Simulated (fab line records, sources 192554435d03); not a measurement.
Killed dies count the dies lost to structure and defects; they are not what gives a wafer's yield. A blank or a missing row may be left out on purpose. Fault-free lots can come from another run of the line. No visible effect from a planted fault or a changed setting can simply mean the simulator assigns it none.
fab line records	flow n5_finfet
record lots=7	wafers=19	last_day=17
route steps=1938 shown BEOL_M2@870 BEOL_M4@1111 PASSIVATION@1936
lots untouched by any fault: they come from a run of this same line in which no faults occurred
start_h: start of the lot's first displayed wafer, in hours after the record's first day	wait_h: time in hours since the lot's previous step	" repeats the value in the row above	L1.1+2: a single row standing in for several wafers	- no value present, or no start provided	* or withheld: withheld	< > ~ a bound
route shown NAME@n: names a module that has steps shown in the file, with the first one's number in the route	usual: mean/standard deviation taken from wafers without a fault	same: alike in all rows	chamber/n: place in a boat	sites: readings site by site	_std_site: how widely they spread, as a standard deviation	_edge_site: inner sites' mean taken away from outer sites' mean	radius_mm: for every site, how far away it sits from the centre of the wafer	mask NAME#n: copy n	behind: the last tool/chamber to shape the wafer	hold: why the lot went on hold/how many hours it stayed there/how the hold came to an end	device: whichever transistor did not switch (one of n, p or np)	end of line: the tests these same wafers got at the end of their route	a step without rows: its recipe alone	killed: dies lost to structure and defects at the first sort, not the wafer's yield	map: per-die view of a wafer (x killed, . not killed, _ where there is no die)
set.NAME: the setting that was run; set.NAME@STEP: the one run at that earlier step	model.NAME: the simulator's own value behind a step, which no gauge read
lots seen at some steps along the route; tables by step, rows by wafer
services: a tool's chamber out of use, with start hour (start_h, from the record's first day; less than 0 if before it), hours out, and reason
## steps
# step N5_BEOL_M2_COAT_22
# recipe resist=CAR-EUV	spin_rpm=1500	resist_thk_nm=30
# step N5_BEOL_M2_EBR_24
# recipe solvent=PGMEA	ebr_width_mm=1.5
# step N5_BEOL_M2_SOFTBAKE_23
# recipe temp_c=110	time_s=60	resist=CAR-EUV
# step N5_BEOL_M2_EXPOSE_25
# recipe mask_id=V1	na=0.33	source_shape=quasar	sigma_inner=0.2	sigma_outer=0.8	polarization=unpolarized	defocus_nm=5	dose_mj=63
# step N5_BEOL_M2_PEB_26
# recipe peb_temp_c=100	peb_time_s=60	resist=CAR-EUV
# step N5_BEOL_M2_DEVELOP_27
# recipe develop_time_s=30	developer=TMAH	resist=CAR-EUV	rinse_liquid=surfactant_rinse	dry=air_spin	dev_temp_c=23
# step N5_BEOL_M2_CD_MEAS_28
# recipe target_cd_nm=26.2	landing_energy_ev=500	detector=se_inlens	target_cd_y_nm=24.1	polarity=opening
# usual cd_nm=26.16/0.25
lot.wafer	tool	chamber	start_h	wait_h	cd_nm
L330.1	cd_sem-03	0	166.21	-	26.45
L330.2	"	0	"	"	25.77
L330.3	"	0	"	"	26.30
L333.1	cd_sem-02	0	178.41	-	25.94
L333.2	"	0	"	"	26.36
L333.4	"	0	"	"	26.25
L339.1	cd_sem-03	0	213.82	-	25.90
L339.4	"	0	"	"	26.39
L339.5	"	0	"	"	26.56
L345.2	cd_sem-01	0	248.70	-	26.22
L345.5	"	0	"	"	26.18
L345.6	"	0	"	"	25.86
L346.2	cd_sem-01	0	259.32	-	26.55
L346.3	"	0	"	"	25.86
L347.1	cd_sem-03	0	268.68	-	26.38
L347.3	"	0	"	"	26.21
L348.4	cd_sem-03	0	272.40	-	25.65
L348.5	"	0	"	"	26.30
L348.6	"	0	"	"	26.08
# step N5_BEOL_M2_OVL_MEAS_29
# recipe points_per_wafer=522
# usual V1_OVL=0.3/0.73
lot.wafer	tool	chamber	start_h	wait_h	V1_OVL[nm]
L330.1	overlay-02	0	166.24	0.0	0.0
L330.2	"	0	"	"	0.0
L330.3	"	0	"	"	0.6
L333.1	overlay-02	0	178.44	0.0	1.9
L333.2	"	0	"	"	-0.2
L333.4	"	0	"	"	0.3
L339.1	overlay-01	0	213.85	0.0	0.1
L339.4	"	0	"	"	1.2
L339.5	"	0	"	"	1.5
L345.2	overlay-02	0	248.74	0.0	-0.1
L345.5	"	0	"	"	0.5
L345.6	"	0	"	"	0.9
L346.2	overlay-02	0	259.35	0.0	0.1
L346.3	"	0	"	"	-0.5
L347.1	overlay-01	0	268.71	0.0	0.7
L347.3	"	0	"	"	1.5
L348.4	overlay-02	0	272.44	0.0	0.6
L348.5	"	0	"	"	-0.3
L348.6	"	0	"	"	0.2
# step N5_BEOL_M2_INSPECT_30
# recipe mode=adi	inspect_instrument=brightfield
# usual raw_defect_count=419/93
lot.wafer	tool	chamber	start_h	wait_h	raw_defect_count
L330.1	defect_inspect-01	-	166.30	0.1	436
L330.2	"	-	"	"	452
L330.3	"	-	"	"	448
L333.1	defect_inspect-01	-	178.50	0.1	507
L333.2	"	-	"	"	379
L333.4	"	-	"	"	470
L339.1	defect_inspect-02	-	213.91	0.1	405
L339.4	"	-	"	"	401
L339.5	"	-	"	"	414
L345.2	defect_inspect-02	-	248.79	0.0	623
L345.5	"	-	"	"	449
L345.6	"	-	"	"	494
L346.2	defect_inspect-02	-	259.41	0.0	335
L346.3	"	-	"	"	306
L347.1	defect_inspect-01	-	268.77	0.1	400
L347.3	"	-	"	"	303
L348.4	defect_inspect-02	-	272.48	0.0	460
L348.5	"	-	"	"	498
L348.6	"	-	"	"	445
# step N5_BEOL_M2_DESCUM_33
# recipe chemistry=O2	time_s=7	source_power_w=50	bias_power_w=20	pressure_mtorr=20	rf_frequency_hz=2.712e+07	temp_c=40	resist=CAR-EUV	o2_flow_sccm=225
# usual bias_power_w=20.01/0.06	chamber_pressure_mTorr=20.003/0.02	drypump_motor_current_A=5.7/0.53	oes_product_au=0.78/0.099	rf_vpp_V=242.6/0.93	showerhead_plenum_p_Torr=2.059/0.026	temp_c=39.99/0.12	throttle_valve_pct=20.45/0.26
lot.wafer	tool	chamber	start_h	wait_h	bias_power_w	chamber_pressure_mTorr	drypump_motor_current_A	oes_product_au	rf_hours_counter_h	rf_vpp_V	showerhead_plenum_p_Torr	temp_c	throttle_valve_pct
L330.1	rie_diel-01	0	166.90	0.6	19.96	20.010	6.5	0.87	43	241.1	2.046	40.08	20.01
L330.2	"	1	"	"	20.05	20.026	5.7	0.69	231	242.6	2.068	39.85	20.55
L330.3	"	3	"	"	20.06	20.008	4.8	0.73	191	241.6	2.072	39.89	20.56
L333.1	rie_diel-01	2	178.54	0.0	20.04	19.970	5.7	0.97	7	241.5	2.053	40.16	20.43
L333.2	"	3	"	"	19.94	19.998	4.8	0.73	195	241.7	2.071	40.13	20.58
L333.4	"	0	"	"	20.01	20.034	6.5	0.86	47	241.7	2.045	39.92	20.02
L339.1	rie_diel-02	2	213.94	0.0	20.09	20.016	6.0	0.73	183	243.4	2.074	40.04	20.82
L339.4	"	3	"	"	20.05	20.014	6.1	0.75	130	243.1	2.101	40.20	20.34
L339.5	"	1	"	"	19.96	19.984	6.1	0.72	-	243.3	2.090	40.03	20.28
L345.2	rie_diel-05	1	248.82	0.0	20.05	20.023	6.0	0.92	19	242.9	2.053	39.88	20.14
L345.5	"	0	"	"	20.05	19.968	5.1	1.00	-	242.9	2.068	40.08	20.12
L345.6	"	3	"	"	19.97	20.005	5.7	0.69	-	243.2	2.060	39.73	20.91
L346.2	rie_diel-01	3	259.44	0.0	19.94	19.980	4.8	0.71	229	243.0	2.059	40.07	20.64
L346.3	"	1	"	"	20.04	19.984	5.8	1.00	1	242.0	2.060	40.22	20.21
L347.1	rie_diel-02	0	268.82	0.1	20.01	20.013	5.6	0.75	142	242.2	2.015	39.99	20.50
L347.3	"	3	"	"	20.04	19.981	6.0	0.73	147	245.4	2.095	40.03	20.37
L348.4	rie_diel-02	0	273.59	1.1	20.01	19.999	5.6	0.75	143	242.0	2.014	40.02	20.52
L348.5	"	1	"	"	19.92	20.007	6.1	0.70	-	242.4	2.083	39.97	20.33
L348.6	"	0	"	"	19.98	20.019	5.6	0.75	-	240.9	2.015	39.97	20.51
# step N5_BEOL_M2_ETCH_77
# recipe chemistry=N2/H2	target=underlayer	target_depth_a=65	mask_material=CAR-EUV	time_s=5.2	ion_energy_ev=200	pressure_mtorr=30	source_w=840	bias_w=150	n2_flow_sccm=200	h2_flow_sccm=200	ends=cleared
# usual chamber_pressure_mTorr=30.00/0.04	drypump_motor_current_A=5.7/0.53	etch_rf_on_time_s=5.20/0.088	oes_product_au=0.66/0.084	rf_vpp_V=522.9/1.5	showerhead_plenum_p_Torr=2.50/0.032	throttle_valve_pct=17.87/0.28
lot.wafer	tool	chamber	start_h	wait_h	chamber_pressure_mTorr	drypump_motor_current_A	etch_rf_on_time_s	oes_product_au	rf_hours_counter_h	rf_vpp_V	showerhead_plenum_p_Torr	throttle_valve_pct
L330.1	rie_diel-01	0	166.94	0.0	30.00	6.5	5.24	0.74	43	523.4	2.49	17.42
L330.2	"	1	"	"	29.96	5.7	5.26	0.59	231	522.7	2.51	18.01
L330.3	"	3	"	"	30.03	4.8	5.31	0.62	191	523.0	2.52	18.12
L333.1	rie_diel-01	2	178.57	0.0	29.97	5.7	5.12	0.82	7	521.3	2.50	17.75
L333.2	"	3	"	"	29.98	4.8	5.22	0.62	195	522.9	2.52	18.12
L333.4	"	0	"	"	30.04	6.5	5.27	0.73	47	522.3	2.49	17.42
L339.1	rie_diel-02	2	213.98	0.0	30.02	6.0	5.41	0.61	183	524.9	2.53	18.32
L339.4	"	3	"	"	29.98	6.1	5.16	0.65	130	524.1	2.55	17.77
L339.5	"	1	"	"	29.98	6.1	5.16	0.60	-	526.3	2.54	17.74
L345.2	rie_diel-05	1	248.86	0.0	29.96	6.0	5.09	0.77	19	524.4	2.48	17.44
L345.5	"	0	"	"	29.99	5.1	5.17	0.84	-	525.7	2.51	17.47
L345.6	"	3	"	"	29.97	5.7	5.34	0.58	-	525.0	2.50	18.27
L346.2	rie_diel-01	3	259.47	0.0	30.00	4.8	5.23	0.60	229	522.5	2.51	18.16
L346.3	"	1	"	"	29.90	5.7	5.01	0.86	1	524.8	2.50	17.61
L347.1	rie_diel-02	0	268.86	0.0	30.00	5.7	5.16	0.65	142	520.1	2.44	17.82
L347.3	"	3	"	"	30.00	6.1	5.18	0.63	147	523.9	2.55	17.80
L348.4	rie_diel-02	0	273.62	0.0	29.97	5.6	5.06	0.65	143	522.1	2.44	17.86
L348.5	"	1	"	"	29.96	6.1	5.15	0.59	-	525.2	2.54	17.76
L348.6	"	0	"	"	30.01	5.6	5.13	0.64	-	521.1	2.44	17.87
# step N5_BEOL_M2_ETCH_69
# recipe chemistry=CF4	target=SiARC	target_depth_a=156	mask_material=CAR-EUV	time_s=26	ion_energy_ev=80	pressure_mtorr=40	source_w=545	bias_w=36	Ar_flow_sccm=100	cf4_flow_sccm=100	ends=cleared
# usual chamber_pressure_mTorr=40.00/0.035	drypump_motor_current_A=5.7/0.53	etch_rf_on_time_s=26.0/0.45	oes_product_au=0.66/0.084	rf_vpp_V=183.7/0.91	showerhead_plenum_p_Torr=2.110/0.027	throttle_valve_pct=15.65/0.29
lot.wafer	tool	chamber	start_h	wait_h	chamber_pressure_mTorr	drypump_motor_current_A	etch_rf_on_time_s	oes_product_au	rf_hours_counter_h	rf_vpp_V	showerhead_plenum_p_Torr	throttle_valve_pct
L330.1	rie_diel-01	0	166.95	0.0	40.00	6.5	25.9	0.75	43	183.3	2.096	15.18
L330.2	"	1	"	"	40.00	5.7	25.9	0.59	231	184.5	2.115	15.77
L330.3	"	3	"	"	39.96	4.8	26.1	0.62	191	184.5	2.131	15.82
L333.1	rie_diel-01	2	178.59	0.0	40.00	5.7	25.0	0.83	7	185.0	2.111	15.59
L333.2	"	3	"	"	39.97	4.8	26.2	0.62	195	185.0	2.130	15.85
L333.4	"	0	"	"	40.03	6.5	25.9	0.74	47	182.8	2.095	15.20
L339.1	rie_diel-02	2	213.99	0.0	39.95	5.9	26.8	0.61	183	184.3	2.136	16.06
L339.4	"	3	"	"	39.94	6.1	25.7	0.66	130	185.1	2.150	15.57
L339.5	"	1	"	"	40.03	6.1	26.1	0.60	-	184.7	2.136	15.50
L345.2	rie_diel-05	1	248.88	0.0	39.95	6.0	25.2	0.79	19	182.5	2.102	15.25
L345.5	"	0	"	"	39.92	5.1	25.5	0.85	-	184.1	2.105	15.18
L345.6	"	3	"	"	39.94	5.8	26.4	0.59	-	183.4	2.113	16.13
L346.2	rie_diel-01	3	259.49	0.0	40.03	4.8	26.0	0.60	229	184.1	2.118	15.92
L346.3	"	1	"	"	40.01	5.7	25.4	0.86	1	184.4	2.108	15.33
L347.1	rie_diel-02	0	268.87	0.0	40.03	5.6	26.0	0.64	142	182.6	2.058	15.63
L347.3	"	3	"	"	40.01	6.1	25.7	0.64	147	185.3	2.144	15.60
L348.4	rie_diel-02	0	273.64	0.0	39.99	5.6	25.7	0.64	143	182.1	2.057	15.65
L348.5	"	1	"	"	39.94	6.1	25.8	0.60	-	184.4	2.130	15.54
L348.6	"	0	"	"	39.98	5.6	25.6	0.65	-	183.6	2.057	15.63
# step N5_BEOL_M2_ALD_98
# recipe material=SiO2	target_thk_a=25	temp_c=100	ald_precursor_family=BDEAS	ald_co_reactant=O2-plasma	pulse_time_s=1	co_reactant_pulse_time_s=1	purge_time_s=2	co_reactant_purge_time_s=2	ald_cycles=17	pressure_torr=2
# usual ald_cycles=17/0	heater_power_outer_w=39/3.8	heater_power_w=76/5.5	precursor_pulse_height_rel=0.999/0.02
lot.wafer	tool	chamber	start_h	wait_h	ald_cycles	heater_power_outer_w	heater_power_w	precursor_pulse_height_rel	model.SiO2_of_BEOL_M2_ALD_98.thk_nm
L330.1	ald_sin-02	0	167.04	0.1	17	36	73	1.017	2.6
L330.2	"	3	"	"	17	41	75	1.021	2.6
L330.3	"	2	"	"	17	33	64	1.004	2.6
L333.1	ald_sin-02	2	178.67	0.1	17	31	64	1.002	2.4
L333.2	"	3	"	"	17	42	75	1.015	2.6
L333.4	"	1	"	"	17	39	74	0.999	2.4
L339.1	ald_sin-03	1	214.08	0.1	17	39	76	1.023	2.6
L339.4	"	2	"	"	17	44	83	0.993	2.6
L339.5	"	2	"	"	17	43	81	1.030	2.6
L345.2	ald_sin-03	1	249.12	0.2	12	39	75	0.951	1.8
L345.5	"	3	"	"	17	44	83	1.004	2.6
L345.6	"	0	"	"	17	42	80	1.003	2.6
L346.2	ald_sin-03	3	259.68	0.2	12	44	84	0.999	1.8
L346.3	"	1	"	"	17	37	77	0.991	2.6
L347.1	ald_sin-03	2	268.96	0.1	12	44	83	0.978	1.8
L347.3	"	3	"	"	17	44	84	1.022	2.6
L348.4	ald_sin-04	1	274.10	0.4	17	34	72	1.006	2.6
L348.5	"	1	"	"	17	33	71	1.002	2.6
L348.6	"	0	"	"	17	37	69	1.027	2.6
# step N5_BEOL_M2_ETCHBACK_99
# recipe chemistry=CHF3	target=SiO2	target_depth_a=50	time_s=10.4	source_w=215	bias_w=47	Ar_flow_sccm=200	CHF3_flow_sccm=12	ion_energy_ev=100	pressure_mtorr=30
# usual chamber_pressure_mTorr=30.001/0.026	drypump_motor_current_A=5.7/0.49	oes_product_au=0.77/0.09	rf_vpp_V=240.4/2	showerhead_plenum_p_Torr=2.12/0.03	throttle_valve_pct=17.12/0.25
lot.wafer	tool	chamber	start_h	wait_h	chamber_pressure_mTorr	drypump_motor_current_A	oes_product_au	rf_hours_counter_h	rf_vpp_V	showerhead_plenum_p_Torr	throttle_valve_pct
L330.1	rie_diel-01	3	175.52	8.4	29.988	4.8	0.73	194	242.1	2.14	17.29
L330.2	"	1	"	"	30.007	5.7	0.69	234	242.8	2.11	17.17
L330.3	"	2	"	"	29.967	5.7	0.96	6	237.5	2.12	17.06
L333.1	rie_diel-05	3	185.95	7.2	29.980	5.8	0.71	217	241.6	2.13	17.51
L333.2	"	0	"	"	29.988	5.1	0.68	235	237.4	2.12	17.05
L333.4	"	3	"	"	29.932	5.7	0.70	-	239.5	2.13	17.50
L339.1	rie_diel-05	0	215.26	1.1	30.052	5.1	0.67	248	237.9	2.12	17.09
L339.4	"	3	"	"	29.968	5.7	0.69	230	240.7	2.12	17.52
L339.5	"	1	"	"	30.061	6.0	0.96	-	243.5	2.12	16.70
L345.2	rie_diel-01	3	251.88	2.7	30.030	4.8	0.72	226	241.6	2.13	17.34
L345.5	"	0	"	"	29.992	6.5	0.83	-	241.0	2.09	16.69
L345.6	"	2	"	"	29.998	5.7	0.90	-	238.3	2.11	17.14
L346.2	rie_diel-05	0	261.61	1.9	30.052	5.1	0.96	6	238.1	2.11	16.67
L346.3	"	1	"	"	30.004	6.0	0.91	23	242.7	2.11	16.74
L347.1	rie_diel-02	2	273.12	4.1	29.998	5.9	0.71	203	237.9	2.14	17.55
L347.3	"	1	"	"	30.024	6.1	0.70	194	242.2	2.14	16.95
L348.4	rie_diel-02	1	281.55	7.4	30.009	6.1	0.69	198	242.8	2.14	16.96
L348.5	"	2	"	"	30.000	5.9	0.71	-	236.5	2.14	17.57
L348.6	"	1	"	"	30.023	6.1	0.69	-	242.3	2.14	16.95
# step N5_BEOL_M4_RC_MEAS_101
# usual DIBL_N=36.5/1.4	DIBL_P=36.5/1.6	IOFF_N=0.163/0.022	IOFF_P=0.219/0.029	ION_N=675/8.3	ION_P=464/6.2	SS_N=71.5/0.52	SS_P=73.4/0.57	VT_N=249.7/2.6	VT_P=-250/3
lot.wafer	tool	chamber	start_h	wait_h	DIBL_N[mV/V]	DIBL_P[mV/V]	IOFF_N[nA/um]	IOFF_P[nA/um]	ION_N[uA/um]	ION_P[uA/um]	SS_N[mV/dec]	SS_P[mV/dec]	VT_N[mV]	VT_P[mV]
L330.1	prober-02	0	211.17	0.0	38.2	38.6	0.206	0.228	694	472	72.3	73.5	246.4	-249
L330.2	"	0	"	"	37.8	38.0	0.199	0.217	683	460	72.3	73.4	246.4	-251
L330.3	"	0	"	"	36.4	36.6	0.180	0.203	690	464	72.2	72.8	246.1	-251
L333.1	prober-01	0	213.01	0.0	35.2	35.1	0.147	0.180	673	462	71.7	72.9	250.7	-253
L333.2	"	0	"	"	34.9	34.8	0.145	0.179	675	461	71.0	72.5	252.5	-252
L333.4	"	0	"	"	36.8	37.2	0.177	0.200	680	461	72.1	73.4	246.7	-250
L339.1	prober-01	0	246.45	0.0	36.2	37.9	0.182	0.281	683	477	72.1	73.4	245.3	-242
L339.4	"	0	"	"	36.1	38.0	0.189	0.304	691	483	71.5	73.7	244.6	-241
L339.5	"	0	"	"	35.5	37.1	0.170	0.271	680	476	71.5	74.0	247.4	-244
L345.2	prober-02	0	285.92	0.2	37.7	37.0	0.170	0.215	675	453	71.4	73.0	249.1	-250
L345.5	"	0	"	"	37.2	36.8	0.177	0.218	685	464	71.9	73.8	246.9	-251
L345.6	"	0	"	"	37.3	36.4	0.182	0.223	681	464	71.8	72.6	246.4	-249
L346.2	prober-02	0	290.83	0.2	37.7	36.4	0.165	0.218	668	456	71.3	74.6	249.7	-251
L346.3	"	0	"	"	37.4	36.4	0.161	0.229	673	466	71.7	73.8	249.1	-247
L347.1	prober-01	0	298.21	0.0	36.8	37.1	0.175	0.198	666	450	71.4	73.8	251.3	-254
L347.3	"	0	"	"	35.0	35.4	0.141	0.176	665	456	70.8	73.8	251.7	-255
L348.4	prober-02	0	310.83	0.5	34.2	35.8	0.136	0.198	681	470	71.7	73.1	250.4	-252
L348.5	"	0	"	"	34.4	36.2	0.140	0.202	674	467	71.6	72.8	251.3	-250
L348.6	"	0	"	"	33.5	35.1	0.131	0.191	666	466	70.4	72.6	252.4	-252
# step N5_PASSIVATION_PROBE_49
# usual defect_limited_yield=91.2/1.6	killed_at_M0_to_M3=33/11	killed_at_M4_up=15/6.2	killed_at_contacts=15/7.1	killed_at_front_end=38/12	killed_at_other=4/3.5	killed_dies=104/19	killed_open=69/14	killed_short=34/8.5	sort_bin_5_function=5.2/0.99	sort_bin_6_memory=3.3/0.77	sort_n_pass=1076/19	sort_yield_pct=91.2/1.6
# same gross_dies=1180	killed_at_back_side=0	sort_bin_4_leakage[%]=0	sort_bin_8_speed[%]=0
lot.wafer	tool	chamber	start_h	wait_h	defect_limited_yield[%]	killed_at_M0_to_M3	killed_at_M4_up	killed_at_contacts	killed_at_front_end	killed_at_other	killed_dies	killed_open	killed_short	sort_bin_5_function[%]	sort_bin_6_memory[%]	sort_n_pass	sort_yield_pct[%]
L330.1	prober-01	-	311.10	0.0	90.4	35	10	19	48	1	113	78	34	5.8	3.5	1067	90.4
L330.2	prober-01	-	311.15	0.1	90.3	33	15	11	56	0	115	75	40	6.1	3.3	1065	90.3
L330.3	prober-01	-	311.20	0.1	92.3	26	5	20	39	1	91	62	29	5.0	2.4	1089	92.3
L333.1	prober-01	-	315.90	0.0	92.7	27	15	9	32	3	86	48	38	3.6	3.2	1094	92.7
L333.2	prober-01	-	315.95	0.1	92.5	20	24	15	29	0	88	59	22	4.2	3.1	1092	92.5
L333.4	prober-01	-	316.05	0.2	89.9	27	27	7	51	7	119	60	55	6.0	3.9	1061	89.9
L339.1	prober-01	-	347.68	0.0	91.9	25	12	12	44	2	95	58	33	4.3	3.3	1085	91.9
L339.4	prober-01	-	347.83	0.2	93.1	25	13	16	27	1	82	62	19	4.4	2.5	1098	93.1
L339.5	prober-01	-	347.88	0.2	90.3	26	15	11	61	2	115	72	42	5.9	3.1	1065	90.3
L346.2	prober-01	-	398.85	0.1	90.0	35	17	18	36	12	118	67	49	5.7	3.8	1062	90.0
L346.3	prober-01	-	398.90	0.1	91.1	35	9	14	43	4	105	72	31	5.6	3.0	1075	91.1
L348.4	prober-02	-	416.95	0.2	89.7	49	19	13	40	0	121	85	35	5.6	4.3	1059	89.7
L348.5	prober-02	-	417.00	0.2	89.6	38	33	17	31	4	123	85	38	6.3	4.0	1057	89.6
L348.6	prober-02	-	417.05	0.3	90.2	35	29	14	35	3	116	76	39	6.3	3.2	1064	90.2
# killed by level:class
L330.1 STI_FIN_REVEAL:geometric_particle:open=14 MOL_CONTACT_COAG:geometric_particle:open=12 BEOL_M0_SAQP:geometric_particle:open=11 BEOL_M4:geometric_particle:open=8 BEOL_M0_SAQP:geometric_particle:short=8 MOL_CONTACT_COAG:geometric_particle:short=7 FIN_SAQP:geometric_particle:open=6 BEOL_M1:geometric_particle:open=5
L330.2 STI_FIN_REVEAL:geometric_particle:open=18 FIN_SAQP:geometric_particle:short=9 MOL_CONTACT_COAG:geometric_particle:open=9 BEOL_M0_SAQP:geometric_particle:short=8 BEOL_M3:geometric_particle:open=8 FIN_SAQP:geometric_particle:open=6 BEOL_M5:geometric_particle:open=6 BEOL_M0_SAQP:geometric_particle:open=5
L330.3 MOL_CONTACT_COAG:geometric_particle:open=17 FIN_SAQP:geometric_particle:open=9 BEOL_M3:geometric_particle:open=8 STI_FIN_REVEAL:geometric_particle:open=7 STARTING-WAFER:geometric_particle:open=5 STI_FIN_REVEAL:geometric_particle:short=5 BEOL_M0_SAQP:geometric_particle:short=5 BEOL_M0_SAQP:geometric_particle:open=5
L333.1 STI_FIN_REVEAL:geometric_particle:open=10 BEOL_M0_SAQP:geometric_particle:short=9 BEOL_M0_SAQP:geometric_particle:open=8 BEOL_M4:geometric_particle:short=8 MOL_CONTACT_COAG:geometric_particle:open=7 FIN_SAQP:geometric_particle:short=5 GATE_CUT:geometric_particle:short=5 BEOL_M0:geometric_particle:open=5
L333.2 MOL_CONTACT_COAG:geometric_particle:open=14 STI_FIN_REVEAL:geometric_particle:open=8 BEOL_M4:geometric_particle:short=7 GATE_CUT:geometric_particle:open=5 BEOL_M1:geometric_particle:open=5 GATE_CUT:geometric_particle:short=4 BEOL_M4:geometric_particle:open=4 BEOL_M6:geometric_particle:open=4
L333.4 STI_FIN_REVEAL:geometric_particle:open=12 STARTING-WAFER:geometric_particle:short=9 FIN_SAQP:geometric_particle:short=8 BEOL_M0_SAQP:geometric_particle:short=7 GATE_CUT:geometric_particle:short=6 BEOL_M5:geometric_particle:open=6 DUMMY_GATE:geometric_particle:open=5 MOL_CONTACT_COAG:geometric_particle:open=5
L339.1 MOL_CONTACT_COAG:geometric_particle:open=10 STI_FIN_REVEAL:geometric_particle:open=9 GATE_CUT:geometric_particle:short=6 BEOL_M4:geometric_particle:open=6 FIN_SAQP:geometric_particle:open=5 ILD0:geometric_particle:short=5 DUMMY_GATE:geometric_particle:open=5 BEOL_M0:geometric_particle:short=5
L339.4 MOL_CONTACT_COAG:geometric_particle:open=14 STI_FIN_REVEAL:geometric_particle:open=13 BEOL_M1:geometric_particle:open=7 BEOL_M4:geometric_particle:open=6 BEOL_M0_SAQP:geometric_particle:open=4 BEOL_M0_SAQP:geometric_particle:short=4 BEOL_M2:geometric_particle:open=4 STARTING-WAFER:geometric_particle:short=4
L339.5 FIN_SAQP:geometric_particle:short=15 STI_FIN_REVEAL:geometric_particle:open=13 MOL_CONTACT_COAG:geometric_particle:open=10 FIN_SAQP:geometric_particle:open=8 BEOL_M4:geometric_particle:open=8 BEOL_M2:geometric_particle:open=7 BEOL_M1:geometric_particle:open=6 GATE_CUT:geometric_particle:short=5
L346.2 MOL_CONTACT_COAG:geometric_particle:open=11 FIN_SAQP:geometric_particle:short=9 BEOL_M2:geometric_particle:open=9 MOL_CONTACT_COAG:geometric_particle:short=7 GATE_CUT:geometric_particle:short=6 BEOL_M1:geometric_particle:open=6 BEOL_M0_SAQP:geometric_particle:short=5 BEOL_M3:geometric_particle:open=5
L346.3 FIN_SAQP:geometric_particle:open=14 MOL_CONTACT_COAG:geometric_particle:open=12 BEOL_M2:geometric_particle:open=9 FIN_SAQP:geometric_particle:short=7 BEOL_M1:geometric_particle:open=7 BEOL_M3:geometric_particle:open=7 STI_FIN_REVEAL:geometric_particle:open=6 BEOL_M0_SAQP:geometric_particle:short=5
L348.4 FIN_SAQP:geometric_particle:open=19 BEOL_M0_SAQP:geometric_particle:short=15 BEOL_M0_SAQP:geometric_particle:open=11 BEOL_M2:geometric_particle:open=11 BEOL_M4:geometric_particle:open=10 MOL_CONTACT_COAG:geometric_particle:open=8 BEOL_M1:geometric_particle:open=6 FIN_SAQP:geometric_particle:short=5
L348.5 BEOL_M4:geometric_particle:open=20 MOL_CONTACT_COAG:geometric_particle:open=12 BEOL_M2:geometric_particle:open=12 BEOL_M0_SAQP:geometric_particle:short=11 STI_FIN_REVEAL:geometric_particle:open=10 BEOL_M0_SAQP:geometric_particle:open=6 DUMMY_GATE:geometric_particle:open=5 MOL_CONTACT_COAG:geometric_particle:short=5
L348.6 BEOL_M4:geometric_particle:open=18 STI_FIN_REVEAL:geometric_particle:open=12 BEOL_M0_SAQP:geometric_particle:open=12 MOL_CONTACT_COAG:geometric_particle:open=8 BEOL_M0_SAQP:geometric_particle:short=8 BEOL_M1:geometric_particle:open=8 MOL_CONTACT_COAG:geometric_particle:short=6 BEOL_M4:geometric_particle:short=5
## services
tool	chamber	start_h	hours	kind
rie_diel-05	1	163.92	15.8	repair
ald_sin-04	-	178.30	14.0	pm
rie_diel-05	1	184.07	-	clean
rie_diel-05	1	184.07	-	consumable_replace:focus_ring
rie_diel-05	1	184.07	21.9	scheduled_down
rie_diel-05	1	184.07	21.9	vent_cycle
rie_diel-01	0	205.00	10.7	repair
ald_sin-04	-	207.11	14.6	pm
rie_diel-05	3	217.36	2.8	repair
rie_diel-05	0	221.67	-	clean
rie_diel-05	0	221.67	-	consumable_replace:focus_ring
rie_diel-05	0	221.67	19.9	scheduled_down
rie_diel-05	0	221.67	19.9	vent_cycle
rie_diel-01	1	226.12	7.0	repair
ald_sin-02	3	228.19	19.0	repair
rie_diel-01	1	233.20	-	clean
rie_diel-01	1	233.20	-	consumable_replace:focus_ring
rie_diel-01	1	233.20	23.2	scheduled_down
rie_diel-01	1	233.20	23.2	vent_cycle
ald_sin-04	-	244.53	6.1	pm
rie_diel-05	3	265.74	-	clean
rie_diel-05	-	271.96	10.0	pm
ald_sin-03	-	273.11	1.0	repair
ald_sin-04	-	277.35	1.0	repair
## key
first_sign step=N5_BEOL_M2_ALD_98	reading=ald_cycles	direction=down	sigmas=99+	usual=*	struck=*
effect none on later readings
model_effect step=N5_BEOL_M2_ALD_98	value=SiO2_of_BEOL_M2_ALD_98.thk_nm	without=2.6	struck=1.8
met_at N5_BEOL_M2_ALD_98
struck_wafers L345.2,L346.2,L347.1
onset_between 214.08 249.12
fault kind=process_parameter_drift	tool=ald_sin-03	chamber=-	onset_h=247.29	steps=N5_BEOL_M2_ALD_98	channel=ald_cycles	offset=*	shape=step	end_h=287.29	scope=struck_wafers_only	acts_in=*	stated=*
